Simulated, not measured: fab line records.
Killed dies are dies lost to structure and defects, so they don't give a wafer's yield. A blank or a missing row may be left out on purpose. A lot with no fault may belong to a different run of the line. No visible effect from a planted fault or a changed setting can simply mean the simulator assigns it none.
Split-lot experiment :: flow n5 finfet :: 7 lots, 21 wafers read, on a route of 1938 steps

ABOUT THE SPLIT
At N5_BEOL_M5_COAT_74 (time 60 s, resist thk 5 nm), the setting spin rpm was moved away from the recipe's 1500 rpm on 7 of the 21 wafers read, by -7.2% to +5.4%. The other wafers ran this setting at the recipe's value.

FROM THE SPLIT TO THE READING: what the file shows between them, 4 steps
- N5_BEOL_M5_COAT_22: resist thk 30 nm (also split here: spin rpm)
- N5_BEOL_M5_EBR_24
- N5_BEOL_M5_SOFTBAKE_23: time 60 s
- N5_BEOL_M5_DESCUM_33: chemistry O2, time 7 s

THE READING
etch.depth nm (the simulator's own value, which no gauge read), in nm, at N5_BEOL_M5_ETCH_75 (etches underlayer in N2/H2, target depth 6.5 nm, time 5.2 s). No usual value for it is given in the file. Across the 14 wafers here that went through the recipe, the average is 5.011 nm and the standard deviation 0.011 nm.

wafer: L077.1
tool, chamber at the split: litho track-01, 0
spin rpm as run, rpm: 1445
against the recipe: -3.7%
etch.depth nm, nm: 5.1
against lot-mates on the recipe: +0.089

wafer: L077.4
tool, chamber at the split: litho track-01, 0
spin rpm as run, rpm: 1500
against the recipe: recipe
etch.depth nm, nm: 5.011
against lot-mates on the recipe: -

wafer: L077.6
tool, chamber at the split: litho track-01, 0
spin rpm as run, rpm: 1445
against the recipe: -3.7%
etch.depth nm, nm: 5.105
against lot-mates on the recipe: +0.094

wafer: L080.2
tool, chamber at the split: litho track-02, 0
spin rpm as run, rpm: 1581
against the recipe: +5.4%
etch.depth nm, nm: 4.88
against lot-mates on the recipe: -0.127

wafer: L080.5
tool, chamber at the split: litho track-02, 0
spin rpm as run, rpm: 1500
against the recipe: recipe
etch.depth nm, nm: 5.017
against lot-mates on the recipe: -

wafer: L080.6
tool, chamber at the split: litho track-02, 0
spin rpm as run, rpm: 1500
against the recipe: recipe
etch.depth nm, nm: 4.997
against lot-mates on the recipe: -

wafer: L082.4
tool, chamber at the split: litho track-03, 0
spin rpm as run, rpm: 1438
against the recipe: -4.1%
etch.depth nm, nm: 5.091
against lot-mates on the recipe: +0.107

wafer: L082.5
tool, chamber at the split: litho track-03, 0
spin rpm as run, rpm: 1500
against the recipe: recipe
etch.depth nm, nm: 4.984
against lot-mates on the recipe: -

wafer: L082.6
tool, chamber at the split: litho track-03, 0
spin rpm as run, rpm: 1438
against the recipe: -4.1%
etch.depth nm, nm: 5.099
against lot-mates on the recipe: +0.115

wafer: L090.3
tool, chamber at the split: litho track-03, 0
spin rpm as run, rpm: 1500
against the recipe: recipe
etch.depth nm, nm: 5.007
against lot-mates on the recipe: -

wafer: L090.5
tool, chamber at the split: litho track-03, 0
spin rpm as run, rpm: 1500
against the recipe: recipe
etch.depth nm, nm: 5.005
against lot-mates on the recipe: -

wafer: L090.6
tool, chamber at the split: litho track-03, 0
spin rpm as run, rpm: 1500
against the recipe: recipe
etch.depth nm, nm: 5.008
against lot-mates on the recipe: -

wafer: L092.1
tool, chamber at the split: litho track-02, 0
spin rpm as run, rpm: 1500
against the recipe: recipe
etch.depth nm, nm: 5.019
against lot-mates on the recipe: -

wafer: L092.4
tool, chamber at the split: litho track-02, 0
spin rpm as run, rpm: 1500
against the recipe: recipe
etch.depth nm, nm: 5.015
against lot-mates on the recipe: -

wafer: L092.5
tool, chamber at the split: litho track-02, 0
spin rpm as run, rpm: 1500
against the recipe: recipe
etch.depth nm, nm: 5.021
against lot-mates on the recipe: -

wafer: L089.2
tool, chamber at the split: litho track-02, 0
spin rpm as run, rpm: 1392
against the recipe: -7.2%
etch.depth nm, nm: 5.208
against lot-mates on the recipe: +0.176

wafer: L089.3
tool, chamber at the split: litho track-02, 0
spin rpm as run, rpm: 1500
against the recipe: recipe
etch.depth nm, nm: 5.032
against lot-mates on the recipe: -

wafer: L089.5
tool, chamber at the split: litho track-02, 0
spin rpm as run, rpm: 1392
against the recipe: -7.2%
etch.depth nm, nm: 5.204
against lot-mates on the recipe: +0.172

wafer: L096.3
tool, chamber at the split: litho track-02, 0
spin rpm as run, rpm: 1500
against the recipe: recipe
etch.depth nm, nm: 5.014
against lot-mates on the recipe: -

wafer: L096.5
tool, chamber at the split: litho track-02, 0
spin rpm as run, rpm: 1500
against the recipe: recipe
etch.depth nm, nm: 5.009
against lot-mates on the recipe: -

wafer: L096.6
tool, chamber at the split: litho track-02, 0
spin rpm as run, rpm: 1500
against the recipe: recipe
etch.depth nm, nm: 5.011
against lot-mates on the recipe: -

FIT RESULTS
A straight line over all 21 wafers: etch.depth nm changes by -0.0253 nm for each +1% of spin rpm; r = -0.99; the points scatter about the line by 0.012 nm.
The same after taking each lot's own level away (the mean of its wafers on the recipe; 21 wafers): -0.0245 nm for each +1%; r = -1.00; scatter 0.0051 nm.
Per that fit: largest spin rpm move, reading shift of 0.18 nm.
From 4.9840 to 5.0320 nm: that is the span of the lots' own levels, equal to 4.4 times the standard deviation above.
Hence the lot-to-lot level has little effect on the slope; both slopes agree.
Check: +0.178 nm against its lot-mates is what the line predicts for one of the wafers moved furthest among these (-7.2%) when that wafer is left out of the fit. Against them it came out at +0.176 nm.

FURTHER SPLITS ON THESE WAFERS
Other splits were also applied to these wafers ahead of the reading. Each is held against what the fit with the lots' levels taken away leaves over:
other split on the same wafers: N5_BEOL_M4_COAT_73 spin rpm
wafers away from the commonest value: 4
r with etch.depth nm (lot level and that fit taken away): -0.45

other split on the same wafers: N5_BEOL_M5_COAT_22 spin rpm
wafers away from the commonest value: 5
r with etch.depth nm (lot level and that fit taken away): -0.12

THE FILE'S OWN FIT
etch.depth nm changes by -0.0245 nm for each +1% of spin rpm, r = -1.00.
